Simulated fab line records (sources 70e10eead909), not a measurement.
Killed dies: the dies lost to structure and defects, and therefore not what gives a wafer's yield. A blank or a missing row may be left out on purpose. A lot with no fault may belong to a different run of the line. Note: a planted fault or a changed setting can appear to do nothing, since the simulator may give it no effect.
Matching of chambers / flow nand_harc / 3 sister chambers for NHARC_A_CONTACT_DEP_29 on pecvd-03
The step deposits SiON, target thk 70 nm. 6 wafers are shown with their chamber, then 12 later ones without.

WAFERS, EACH WITH ITS CHAMBER
wafer=L084.1; chamber=1; heater_power_w (W)=822; showerhead_vpp_V (V)=1224
wafer=L085.2; chamber=1; heater_power_w (W)=795; showerhead_vpp_V (V)=1211
wafer=L085.3; chamber=0; heater_power_w (W)=726; showerhead_vpp_V (V)=1216
wafer=L087.2; chamber=0; heater_power_w (W)=739; showerhead_vpp_V (V)=1200
wafer=L087.3; chamber=2; heater_power_w (W)=710; showerhead_vpp_V (V)=1230
wafer=L087.5; chamber=2; heater_power_w (W)=727; showerhead_vpp_V (V)=1240

WAFERS WITH NO CHAMBER GIVEN
wafer=L086.3; heater_power_w (W)=814; showerhead_vpp_V (V)=1229
wafer=L086.5; heater_power_w (W)=676; showerhead_vpp_V (V)=1234
wafer=L086.6; heater_power_w (W)=789; showerhead_vpp_V (V)=1236
wafer=L089.1; heater_power_w (W)=626; showerhead_vpp_V (V)=1218
wafer=L089.2; heater_power_w (W)=689; showerhead_vpp_V (V)=1213
wafer=L089.3; heater_power_w (W)=763; showerhead_vpp_V (V)=1223
wafer=L092.1; heater_power_w (W)=888; showerhead_vpp_V (V)=1235
wafer=L092.2; heater_power_w (W)=708; showerhead_vpp_V (V)=1232
wafer=L092.4; heater_power_w (W)=732; showerhead_vpp_V (V)=1184
wafer=L095.1; heater_power_w (W)=727; showerhead_vpp_V (V)=1226
wafer=L095.2; heater_power_w (W)=670; showerhead_vpp_V (V)=1209
wafer=L095.5; heater_power_w (W)=781; showerhead_vpp_V (V)=1245

THE CHAMBER EACH PASSED THROUGH
wafer=L086.3; from the rows above=1; in truth=1
wafer=L086.5; from the rows above=can't be placed: 2 or 0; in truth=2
wafer=L086.6; from the rows above=1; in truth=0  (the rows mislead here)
wafer=L089.1; from the rows above=can't be placed: 2 or 0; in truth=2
wafer=L089.2; from the rows above=can't be placed: 0 or 2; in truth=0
wafer=L089.3; from the rows above=can't be placed: 0 or 1 or 2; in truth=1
wafer=L092.1; from the rows above=1; in truth=1
wafer=L092.2; from the rows above=2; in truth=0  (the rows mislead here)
wafer=L092.4; from the rows above=0; in truth=0
wafer=L095.1; from the rows above=can't be placed: 2 or 0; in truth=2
wafer=L095.2; from the rows above=can't be placed: 2 or 0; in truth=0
wafer=L095.5; from the rows above=can't be placed: 1 or 2 or 0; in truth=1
Placed correctly: 3 of 12. Cannot be placed on the basis of these rows: 7; the candidates contain the true chamber in 7. Wrongly placed: 2.
How it was worked out, from the rows above alone: a wafer's distance from a chamber is the root of the sum, over the readings, of the square of ((its reading less the chamber's mean) divided by the reading's scatter). The wafer belongs to the nearest chamber; if the next one is less than 2 further off, it can't be placed. Each chamber's mean is taken over the wafers shown for it. The scatter: the root of (the sum of the squares of (reading less its chamber's mean) over the shown wafers, divided by (wafers less chambers)).
